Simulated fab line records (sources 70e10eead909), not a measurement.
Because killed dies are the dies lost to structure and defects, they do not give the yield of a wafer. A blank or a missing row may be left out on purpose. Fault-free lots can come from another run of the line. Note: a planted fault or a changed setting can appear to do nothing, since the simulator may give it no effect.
Which tool was responsible? -- flow nand harc -- 36 wafers from 12 lots sampled at 5 of the route's 1302 steps

## WHAT THE GAUGES READ, wafer by wafer
NHARC_END_SORT_01. Usual: killed at array 59, standard deviation 20; killed at other 0.8, standard deviation 1.2; killed at periphery 3.5, standard deviation 2.2; killed dies 63, standard deviation 20; killed open 3.3, standard deviation 1.8; killed short 2.6, standard deviation 1.7.
lot,measured,on,killed at array,killed at other,killed at periphery,killed dies,killed open,killed short,flag
L305,day 25 11:53,prober-02,65 85 80,0 0 1,4 3 4,69 88 85,1 3 8,1 7 3,
L316,day 29 21:08,prober-01,39 35 27,1 0 1,3 4 2,43 39 30,2 6 2,1 2 1,

## WHICH TOOL RAN EACH LOT (tool, then ch and the chambers of the sampled wafers, then the start)
lot,NHARC_A_STAIRCASE_ETCH_169,NHARC_A_STAIRCASE_EXPOSE_06,NHARC_A_STAIRCASE_TRIM_14,NHARC_A_STAIRCASE_ETCH_15
L304,"rie diel-05 ch 0,1,2, day 15 21:32","krf scanner-04 ch 0, day 15 22:54","rie diel-09 ch 0,1,2, no start","rie diel-09 ch 0,3, no start"
L305,"rie diel-09 ch 2,3, day 16 20:37","krf scanner-03 ch 0, day 16 21:59","rie diel-09 ch 0,3, day 25 11:53 or earlier","rie diel-09 ch 0,2,3, day 25 11:53 or earlier"
L308,"rie diel-09 ch 0,1,2, day 17 19:58","krf scanner-01 ch 0, day 17 21:20","rie diel-09 ch 0,2,3, no start","rie diel-09 ch 0,1,2, no start"
L309,"rie diel-08 ch 1,2, day 18 01:41","krf scanner-04 ch 0, day 18 03:05","rie diel-08 ch 2,3, no start","rie diel-08 ch 0,1,2, no start"
L310,"rie diel-09 ch 1,2, day 18 07:16","krf scanner-03 ch 0, day 18 08:44","rie diel-09 ch 0,3, no start","rie diel-09 ch 0,2,3, no start"
L314,"rie diel-09 ch 0,1,3, day 20 04:34","krf scanner-04 ch 0, day 20 05:47","rie diel-05 ch 1,3, no start","rie diel-05 ch 1,2,3, no start"
L313,"rie diel-05 ch 1,2,3, day 20 04:45","krf scanner-01 ch 0, day 20 06:09","rie diel-09 ch 0,2, no start","rie diel-09 ch 1,3, no start"
L315,"rie diel-08 ch 1,2,3, day 20 04:53","krf scanner-03 ch 0, day 20 06:19","rie diel-05 ch 1,2, no start","rie diel-05 ch 1,3, no start"
L316,"rie diel-05 ch 0,1,2, day 21 10:35","krf scanner-03 ch 0, day 21 11:49","rie diel-08 ch 0,2,3, day 29 21:08 or earlier","rie diel-08 ch 0,3, day 29 21:08 or earlier"
L324,"rie diel-09 ch 0,3, day 24 14:50","krf scanner-01 ch 0, day 24 16:13","rie diel-08 ch 0,2,3, no start","rie diel-08 ch 0,1,2, no start"
L325,"rie diel-08 ch 0,2,3, day 24 19:09","krf scanner-03 ch 0, day 24 20:31","rie diel-08 ch 0,2, no start","rie diel-08 ch 0,2,3, no start"
L326,"rie diel-05 ch 2,3, day 25 23:34","krf scanner-01 ch 0, day 26 00:49","rie diel-05 ch 0,1,2, no start","rie diel-05 ch 1,2,3, no start"
- NHARC_A_STAIRCASE_ETCH_169: etches the open film in CH3F/O2, target depth 50 nm, time 107.1 s.
- NHARC_A_STAIRCASE_EXPOSE_06: exposes mask STAIR.
- NHARC_A_STAIRCASE_TRIM_14: chemistry O2, time 211.2 s.
- NHARC_A_STAIRCASE_ETCH_15: etches the open film in C4F8/O2, target depth 100 nm, time 40.5 s.

## AS READ BY THE TOOLS THEMSELVES (means over the sampled wafers that have a number; for cases with no such wafer, the mark the record gives instead)
NHARC_A_STAIRCASE_ETCH_169. Usual: drypump motor current A 6.13 A, standard deviation 0.27; oes product au 0.958 a.u., standard deviation 0.017; rf vpp V 244.3 V, standard deviation 1.8; showerhead plenum p Torr 2.46 Torr, standard deviation 0.13; throttle valve pct 20.664 %, standard deviation 0.0087.
lot,tool,drypump motor current A (A),oes product au (a.u.),rf vpp V (V),showerhead plenum p Torr (Torr),throttle valve pct (%),flag
L304,rie diel-05,6.01,0.966,243.1,2.39,20.658,
L305,rie diel-09,6.20,0.941,244.3,2.42,20.659,
L308,rie diel-09,6.06,0.933,244.5,2.42,20.661,
L309,rie diel-08,6.07,0.969,246.7,2.64,20.664,
L310,rie diel-09,6.05,0.932,243.6,2.43,20.667,
L314,rie diel-09,5.98,0.967,244.9,2.49,20.664,
L313,rie diel-05,6.19,0.961,243.6,2.46,20.673,
L315,rie diel-08,6.18,0.966,245.3,2.54,20.672,
L316,rie diel-05,6.01,0.967,242.8,2.38,20.655,
L324,rie diel-09,6.26,0.969,242.3,2.38,20.659,
L325,rie diel-08,6.35,0.974,245.2,2.48,20.663,
L326,rie diel-05,6.31,0.973,245.7,2.54,20.665,

NHARC_A_STAIRCASE_EXPOSE_06. Usual: 25.427 for exposure dose mJ cm2, sd 0.028.
lot,tool,exposure dose mJ cm2,flag
L304,krf scanner-04,25.430,
L305,krf scanner-03,25.357,
L308,krf scanner-01,25.431,
L309,krf scanner-04,25.427,
L310,krf scanner-03,25.451,
L314,krf scanner-04,25.424,
L313,krf scanner-01,25.428,
L315,krf scanner-03,25.437,
L316,krf scanner-03,25.434,
L324,krf scanner-01,21.682,OFF
L325,krf scanner-03,25.417,
L326,krf scanner-01,21.632,OFF

NHARC_A_STAIRCASE_TRIM_14. Usual: drypump motor current A 6.19 A, standard deviation 0.24; oes product au 0.999 a.u., standard deviation 0.0092; rf vpp V 57.7 V, standard deviation 0.9; showerhead plenum p Torr 3.55 Torr, standard deviation 0.17; throttle valve pct 17.036 %, standard deviation 0.0093.
lot,tool,drypump motor current A (A),oes product au (a.u.),rf vpp V (V),showerhead plenum p Torr (Torr),throttle valve pct (%),flag
L304,rie diel-09,6.08,1.001,57.7,3.49,17.033,
L305,rie diel-09,6.13,1.004,58.1,3.56,17.042,
L308,rie diel-09,6.26,1.009,58.2,3.46,17.047,
L309,rie diel-08,6.32,0.986,58.0,3.67,17.035,
L310,rie diel-09,6.13,1.011,58.0,3.56,17.035,
L314,rie diel-05,6.31,0.994,57.5,3.68,17.040,
L313,rie diel-09,6.38,0.997,56.9,3.35,17.037,
L315,rie diel-05,6.10,0.993,57.4,3.41,17.038,
L316,rie diel-08,6.35,0.993,56.8,3.57,17.041,
L324,rie diel-08,6.37,1.007,58.9,3.56,17.038,
L325,rie diel-08,6.40,1.002,57.6,3.61,17.035,
L326,rie diel-05,6.03,0.992,57.9,3.40,17.040,

NHARC_A_STAIRCASE_ETCH_15. Usual: oes product au 0.941 a.u., standard deviation 0.011; rf vpp V 897 V, standard deviation 6.3.
lot,tool,oes product au (a.u.),rf vpp V (V),flag
L304,rie diel-09,0.954,893,
L305,rie diel-09,0.947,893,
L308,rie diel-09,0.958,895,
L309,rie diel-08,0.937,902,
L310,rie diel-09,0.949,892,
L314,rie diel-05,0.932,896,
L313,rie diel-09,0.945,902,
L315,rie diel-05,0.931,897,
L316,rie diel-08,0.935,895,
L324,rie diel-08,0.949,902,
L325,rie diel-08,0.938,896,
L326,rie diel-05,0.930,895,

## THE ANSWER, worked out from the rows above alone
Rule: a lot is off if the mean of its wafers that have a number lies more than 3 standard deviations from the usual mean. Also off: a lot with no number at a reading for which 4 or more lots have one. Where the step has rows for the other lots, those lots are counted as sound. After the gauges, taken in route order, come the tools' own readings; for these a lot's mean is taken, as printed above. The first step at which some lot is off is used, and at that step the reading that is off furthest; a lot without a number counts as furthest.
Off at NHARC_A_STAIRCASE_EXPOSE_06 (exposure dose mJ cm2): L324, L326.
A tool fits if, at that step or a process step before it, it ran every lot that is off, and no sound lot after the first of them. One fits: NHARC_A_STAIRCASE_EXPOSE_06 on krf scanner-01. Its last sound lot is L313 (day 20 06:09), its first lot that is off L324 (day 24 16:13): a fault that began between those two fits.
On the lots that are off, the tool's own readings at NHARC_A_STAIRCASE_EXPOSE_06 differ by more than 5 times the standard deviation of the sound lots' means, which bears it out; exposure dose mJ cm2 reads 21.657 there versus 25.424 on the sound lots.

## WHAT THE SIMULATOR HAD INSERTED
Drift in process parameters on krf scanner-01 at NHARC_A_STAIRCASE_EXPOSE_06, starting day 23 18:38. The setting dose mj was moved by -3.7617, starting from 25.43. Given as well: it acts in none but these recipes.
Struck lots among those shown: L324, L326. The rule above reached the same finding.
